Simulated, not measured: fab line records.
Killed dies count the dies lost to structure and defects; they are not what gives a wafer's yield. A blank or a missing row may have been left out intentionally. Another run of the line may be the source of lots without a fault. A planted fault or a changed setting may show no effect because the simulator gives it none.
What tool caused it? || flow n5 finfet || Sampling: 13 lots, 35 wafers, 4 of 1938 route steps

WHAT EACH GAUGE READ, for each wafer
The record lacks any reading of a measuring or inspecting step that a usual standard deviation could be used to judge.

WHICH TOOL RAN EACH LOT (tool, then ch and the chambers of the sampled wafers, then the start)
{"lot": "L706", "N5_BEOL_M11_HM_STRIP_39": "wet bench-05 ch 5,7, day 10 09:22", "N5_PASSIVATION_AL_DEP_21": "pvd sputter-03, day 12 07:10", "N5_PASSIVATION_STRIP_48": "rie diel-05 ch 1,3, day 12 10:39", "N5_PASSIVATION_PROBE_49": "prober-02, day 12 13:11"}
{"lot": "L710", "N5_BEOL_M11_HM_STRIP_39": "wet bench-05 ch 0,5,6, day 11 18:18", "N5_PASSIVATION_AL_DEP_21": "pvd sputter-01, day 13 02:47", "N5_PASSIVATION_STRIP_48": "rie diel-04 ch 0,2,3, day 13 05:45", "N5_PASSIVATION_PROBE_49": "-"}
{"lot": "L711", "N5_BEOL_M11_HM_STRIP_39": "wet bench-05 ch 4,6,7, day 12 01:35", "N5_PASSIVATION_AL_DEP_21": "pvd sputter-02, day 13 07:02", "N5_PASSIVATION_STRIP_48": "rie diel-04 ch 0,1, day 13 10:03", "N5_PASSIVATION_PROBE_49": "-"}
{"lot": "L712", "N5_BEOL_M11_HM_STRIP_39": "wet bench-06 ch 2,6, day 12 08:31", "N5_PASSIVATION_AL_DEP_21": "pvd sputter-03, day 13 18:28", "N5_PASSIVATION_STRIP_48": "rie diel-04 ch 1,2, day 13 21:20", "N5_PASSIVATION_PROBE_49": "-"}
{"lot": "L714", "N5_BEOL_M11_HM_STRIP_39": "wet bench-06 ch 3,4,7, day 12 15:04", "N5_PASSIVATION_AL_DEP_21": "pvd sputter-02, day 14 07:41", "N5_PASSIVATION_STRIP_48": "rie diel-06 ch 1,2,3, day 14 11:14", "N5_PASSIVATION_PROBE_49": "-"}
{"lot": "L713", "N5_BEOL_M11_HM_STRIP_39": "wet bench-03 ch 6,7, day 12 15:13", "N5_PASSIVATION_AL_DEP_21": "pvd sputter-01, day 14 08:14", "N5_PASSIVATION_STRIP_48": "rie diel-04 ch 2,3, day 14 11:40", "N5_PASSIVATION_PROBE_49": "-"}
{"lot": "L716", "N5_BEOL_M11_HM_STRIP_39": "wet bench-06 ch 3,5,6, day 12 22:14", "N5_PASSIVATION_AL_DEP_21": "pvd sputter-02, day 14 08:27", "N5_PASSIVATION_STRIP_48": "rie diel-05 ch 0,2,3, day 14 12:38", "N5_PASSIVATION_PROBE_49": "prober-01, day 14 15:44"}
{"lot": "L717", "N5_BEOL_M11_HM_STRIP_39": "wet bench-03 ch 1,4, day 13 14:27", "N5_PASSIVATION_AL_DEP_21": "pvd sputter-03, day 15 06:41", "N5_PASSIVATION_STRIP_48": "rie diel-06 ch 1,2, day 15 10:32", "N5_PASSIVATION_PROBE_49": "-"}
{"lot": "L718", "N5_BEOL_M11_HM_STRIP_39": "wet bench-06 ch 0,1,3, day 13 16:56", "N5_PASSIVATION_AL_DEP_21": "pvd sputter-02, day 15 06:19", "N5_PASSIVATION_STRIP_48": "rie diel-06 ch 1,2,3, day 15 09:25", "N5_PASSIVATION_PROBE_49": "-"}
{"lot": "L726", "N5_BEOL_M11_HM_STRIP_39": "wet bench-05 ch 0,6,7, day 15 14:56", "N5_PASSIVATION_AL_DEP_21": "pvd sputter-03, day 17 03:42", "N5_PASSIVATION_STRIP_48": "rie diel-05 ch 0,2,3, day 17 06:47", "N5_PASSIVATION_PROBE_49": "prober-01, day 17 09:16"}
{"lot": "L725", "N5_BEOL_M11_HM_STRIP_39": "wet bench-06 ch 0,1,7, day 15 15:41", "N5_PASSIVATION_AL_DEP_21": "pvd sputter-01, day 17 04:01", "N5_PASSIVATION_STRIP_48": "rie diel-06 ch 0,1,2, day 17 07:17", "N5_PASSIVATION_PROBE_49": "prober-02, day 17 09:50"}
{"lot": "L724", "N5_BEOL_M11_HM_STRIP_39": "wet bench-06 ch 0,4,6, day 15 17:58", "N5_PASSIVATION_AL_DEP_21": "pvd sputter-03, day 17 10:30", "N5_PASSIVATION_STRIP_48": "rie diel-06 ch 0,2,3, day 17 13:43", "N5_PASSIVATION_PROBE_49": "prober-02, day 17 16:13"}
{"lot": "L727", "N5_BEOL_M11_HM_STRIP_39": "wet bench-05 ch 0,1,6, day 16 07:52", "N5_PASSIVATION_AL_DEP_21": "pvd sputter-02, day 17 19:23", "N5_PASSIVATION_STRIP_48": "rie diel-05 ch 2,3, day 17 22:50", "N5_PASSIVATION_PROBE_49": "-"}
- N5_BEOL_M11_HM_STRIP_39: strips TiN in peroxide tin strip, target depth 25 nm, time 158 s.
- N5_PASSIVATION_AL_DEP_21: deposits Al, target thk 2800 nm, time 170 s.
- N5_PASSIVATION_STRIP_48: strips in O2.
- N5_PASSIVATION_PROBE_49

AS READ BY THE TOOLS THEMSELVES (means over the sampled wafers that have a number; for cases with no such wafer, the mark the record gives instead)
N5_PASSIVATION_AL_DEP_21. Usual: chamber pressure pa 0.3999 Pa, standard deviation 0.00079; susceptor temp C 400.01 C, standard deviation 0.24; throttle valve pct 29.9 %, standard deviation 0.74.
{"lot": "L706", "tool": "pvd sputter-03", "chamber pressure pa (Pa)": 0.3985, "susceptor temp C (C)": 399.60, "throttle valve pct (%)": 30.4, "flag": ""}
{"lot": "L710", "tool": "pvd sputter-01", "chamber pressure pa (Pa)": 0.3999, "susceptor temp C (C)": 399.86, "throttle valve pct (%)": 29.7, "flag": ""}
{"lot": "L711", "tool": "pvd sputter-02", "chamber pressure pa (Pa)": 0.3996, "susceptor temp C (C)": 399.81, "throttle valve pct (%)": 28.9, "flag": ""}
{"lot": "L712", "tool": "pvd sputter-03", "chamber pressure pa (Pa)": 0.3993, "susceptor temp C (C)": 399.91, "throttle valve pct (%)": 29.7, "flag": ""}
{"lot": "L714", "tool": "pvd sputter-02", "chamber pressure pa (Pa)": 0.3996, "susceptor temp C (C)": 399.97, "throttle valve pct (%)": 29.2, "flag": ""}
{"lot": "L713", "tool": "pvd sputter-01", "chamber pressure pa (Pa)": 0.3997, "susceptor temp C (C)": 399.98, "throttle valve pct (%)": 29.4, "flag": ""}
{"lot": "L716", "tool": "pvd sputter-02", "chamber pressure pa (Pa)": 0.3986, "susceptor temp C (C)": 399.97, "throttle valve pct (%)": 30.0, "flag": ""}
{"lot": "L717", "tool": "pvd sputter-03", "chamber pressure pa (Pa)": 0.3986, "susceptor temp C (C)": 400.22, "throttle valve pct (%)": 30.4, "flag": ""}
{"lot": "L718", "tool": "pvd sputter-02", "chamber pressure pa (Pa)": 0.4002, "susceptor temp C (C)": 400.02, "throttle valve pct (%)": 29.7, "flag": ""}
{"lot": "L726", "tool": "pvd sputter-03", "chamber pressure pa (Pa)": 0.3994, "susceptor temp C (C)": 400.13, "throttle valve pct (%)": 29.7, "flag": ""}
{"lot": "L725", "tool": "pvd sputter-01", "chamber pressure pa (Pa)": 0.3997, "susceptor temp C (C)": 399.78, "throttle valve pct (%)": 29.5, "flag": ""}
{"lot": "L724", "tool": "pvd sputter-03", "chamber pressure pa (Pa)": 0.3996, "susceptor temp C (C)": 400.03, "throttle valve pct (%)": 30.0, "flag": ""}
{"lot": "L727", "tool": "pvd sputter-02", "chamber pressure pa (Pa)": 0.4005, "susceptor temp C (C)": 400.22, "throttle valve pct (%)": 30.5, "flag": ""}

N5_PASSIVATION_STRIP_48. Usual: drypump motor current A 5.7 A, standard deviation 0.42; oes product au 0.81 a.u., standard deviation 0.093; rf vpp V 3.7 V, standard deviation 2.3; showerhead plenum p Torr 2.11 Torr, standard deviation 0.062; throttle valve pct 16.51 %, standard deviation 0.17.
{"lot": "L706", "tool": "rie diel-05", "drypump motor current A (A)": 5.4, "oes product au (a.u.)": 0.92, "rf vpp V (V)": 4.2, "showerhead plenum p Torr (Torr)": 2.19, "throttle valve pct (%)": 16.46, "flag": ""}
{"lot": "L710", "tool": "rie diel-04", "drypump motor current A (A)": 5.4, "oes product au (a.u.)": 0.87, "rf vpp V (V)": 3.3, "showerhead plenum p Torr (Torr)": 2.09, "throttle valve pct (%)": 16.54, "flag": ""}
{"lot": "L711", "tool": "rie diel-04", "drypump motor current A (A)": 5.4, "oes product au (a.u.)": 0.90, "rf vpp V (V)": 7.0, "showerhead plenum p Torr (Torr)": 2.11, "throttle valve pct (%)": 16.62, "flag": ""}
{"lot": "L712", "tool": "rie diel-04", "drypump motor current A (A)": 4.9, "oes product au (a.u.)": 0.94, "rf vpp V (V)": 2.8, "showerhead plenum p Torr (Torr)": 2.15, "throttle valve pct (%)": 16.68, "flag": ""}
{"lot": "L714", "tool": "rie diel-06", "drypump motor current A (A)": 6.0, "oes product au (a.u.)": 0.79, "rf vpp V (V)": 3.4, "showerhead plenum p Torr (Torr)": 2.08, "throttle valve pct (%)": 16.49, "flag": ""}
{"lot": "L713", "tool": "rie diel-04", "drypump motor current A (A)": 5.1, "oes product au (a.u.)": 0.88, "rf vpp V (V)": 3.9, "showerhead plenum p Torr (Torr)": 2.10, "throttle valve pct (%)": 16.65, "flag": ""}
{"lot": "L716", "tool": "rie diel-05", "drypump motor current A (A)": 6.0, "oes product au (a.u.)": 0.78, "rf vpp V (V)": 4.8, "showerhead plenum p Torr (Torr)": 2.18, "throttle valve pct (%)": 16.59, "flag": ""}
{"lot": "L717", "tool": "rie diel-06", "drypump motor current A (A)": 6.2, "oes product au (a.u.)": 0.81, "rf vpp V (V)": 6.4, "showerhead plenum p Torr (Torr)": 2.11, "throttle valve pct (%)": 16.37, "flag": ""}
{"lot": "L718", "tool": "rie diel-06", "drypump motor current A (A)": 6.0, "oes product au (a.u.)": 0.78, "rf vpp V (V)": 3.3, "showerhead plenum p Torr (Torr)": 2.08, "throttle valve pct (%)": 16.50, "flag": ""}
{"lot": "L726", "tool": "rie diel-05", "drypump motor current A (A)": 6.0, "oes product au (a.u.)": 0.83, "rf vpp V (V)": 3.6, "showerhead plenum p Torr (Torr)": 2.17, "throttle valve pct (%)": 16.51, "flag": ""}
{"lot": "L725", "tool": "rie diel-06", "drypump motor current A (A)": 6.0, "oes product au (a.u.)": 0.75, "rf vpp V (V)": 3.7, "showerhead plenum p Torr (Torr)": 2.08, "throttle valve pct (%)": 16.43, "flag": ""}
{"lot": "L724", "tool": "rie diel-06", "drypump motor current A (A)": 5.9, "oes product au (a.u.)": 0.78, "rf vpp V (V)": 3.4, "showerhead plenum p Torr (Torr)": 2.07, "throttle valve pct (%)": 16.36, "flag": ""}
{"lot": "L727", "tool": "rie diel-05", "drypump motor current A (A)": 5.8, "oes product au (a.u.)": 0.75, "rf vpp V (V)": 4.3, "showerhead plenum p Torr (Torr)": 2.20, "throttle valve pct (%)": 16.68, "flag": ""}

N5_PASSIVATION_PROBE_49. Usual: defect limited yield 91.8 %, standard deviation 1.5; killed_at_M0_to_M3 33, standard deviation 11; killed_at_M4_up 13, standard deviation 5; killed at contacts 11, standard deviation 5.6; killed at front end 36, standard deviation 12; killed at other 3.4, standard deviation 2.5; killed dies 97, standard deviation 18; killed on rim 12, standard deviation 4.2; killed open 64, standard deviation 13; killed short 31, standard deviation 6.9; sort_bin_4_leakage 0.01 %, standard deviation 0.048; sort_bin_5_function 4.8 %, standard deviation 1; sort_bin_6_memory 3.1 %, standard deviation 0.64; sort n pass 1083, standard deviation 18; sort yield pct 91.8 %, standard deviation 1.5.
{"lot": "L706", "tool": "prober-02", "defect limited yield (%)": 92.3, "killed_at_M0_to_M3": 39, "killed_at_M4_up": 12, "killed at contacts": 8, "killed at front end": 31, "killed at other": 1.0, "killed dies": 90, "killed on rim": 8, "killed open": 58, "killed short": 32, "sort_bin_4_leakage (%)": 0.00, "sort_bin_5_function (%)": 3.9, "sort_bin_6_memory (%)": 3.5, "sort n pass": 1090, "sort yield pct (%)": 92.3, "flag": ""}
{"lot": "L716", "tool": "prober-01", "defect limited yield (%)": 91.9, "killed_at_M0_to_M3": 24, "killed_at_M4_up": 13, "killed at contacts": 14, "killed at front end": 39, "killed at other": 5.7, "killed dies": 96, "killed on rim": 14, "killed open": 65, "killed short": 29, "sort_bin_4_leakage (%)": 0.00, "sort_bin_5_function (%)": 5.0, "sort_bin_6_memory (%)": 2.8, "sort n pass": 1084, "sort yield pct (%)": 91.9, "flag": ""}
{"lot": "L726", "tool": "prober-01", "defect limited yield (%)": 90.7, "killed_at_M0_to_M3": 32, "killed_at_M4_up": 14, "killed at contacts": 21, "killed at front end": 40, "killed at other": 2.0, "killed dies": 109, "killed on rim": 11, "killed open": 72, "killed short": 37, "sort_bin_4_leakage (%)": 0.00, "sort_bin_5_function (%)": 5.6, "sort_bin_6_memory (%)": 3.4, "sort n pass": 1071, "sort yield pct (%)": 90.7, "flag": ""}
{"lot": "L725", "tool": "prober-02", "defect limited yield (%)": 84.4, "killed_at_M0_to_M3": 26, "killed_at_M4_up": 111, "killed at contacts": 9, "killed at front end": 36, "killed at other": 1.7, "killed dies": 184, "killed on rim": 21, "killed open": 53, "killed short": 26, "sort_bin_4_leakage (%)": 0.11, "sort_bin_5_function (%)": 9.1, "sort_bin_6_memory (%)": 3.7, "sort n pass": 995, "sort yield pct (%)": 84.3, "flag": "OFF"}
{"lot": "L724", "tool": "prober-02", "defect limited yield (%)": 84.0, "killed_at_M0_to_M3": 38, "killed_at_M4_up": 110, "killed at contacts": 10, "killed at front end": 24, "killed at other": 5.7, "killed dies": 188, "killed on rim": 27, "killed open": 54, "killed short": 29, "sort_bin_4_leakage (%)": 0.00, "sort_bin_5_function (%)": 10.1, "sort_bin_6_memory (%)": 3.5, "sort n pass": 992, "sort yield pct (%)": 84.0, "flag": "OFF"}

THE ANSWER, worked out from the rows above alone
Rule: a lot counts as off when the mean over its wafers that have a number is more than 3 standard deviations away from the usual mean. Also off: a lot with no number at a reading for which 4 or more lots have one. Where the step has rows for the other lots, those lots are counted as sound. After the gauges, taken in route order, come the tools' own readings; for these a lot's mean is taken, as printed above. The first step at which some lot is off is used, and at that step the reading that is off furthest; a lot without a number counts as furthest.
Off: L725, L724, at N5_PASSIVATION_PROBE_49 (killed_at_M4_up). Neither off nor sound, because the step has no rows for them: L710, L711, L712, L714, L713, L717, L718, L727.
If a tool, at that step or one of the process steps before it, ran each lot that is off and ran no sound lot following the first of them, it fits. Can't be told from this: 3 tools fit, wet bench-06 at N5_BEOL_M11_HM_STRIP_39, rie diel-06 at N5_PASSIVATION_STRIP_48, prober-02 at N5_PASSIVATION_PROBE_49.

WHAT THE SIMULATOR PUT IN
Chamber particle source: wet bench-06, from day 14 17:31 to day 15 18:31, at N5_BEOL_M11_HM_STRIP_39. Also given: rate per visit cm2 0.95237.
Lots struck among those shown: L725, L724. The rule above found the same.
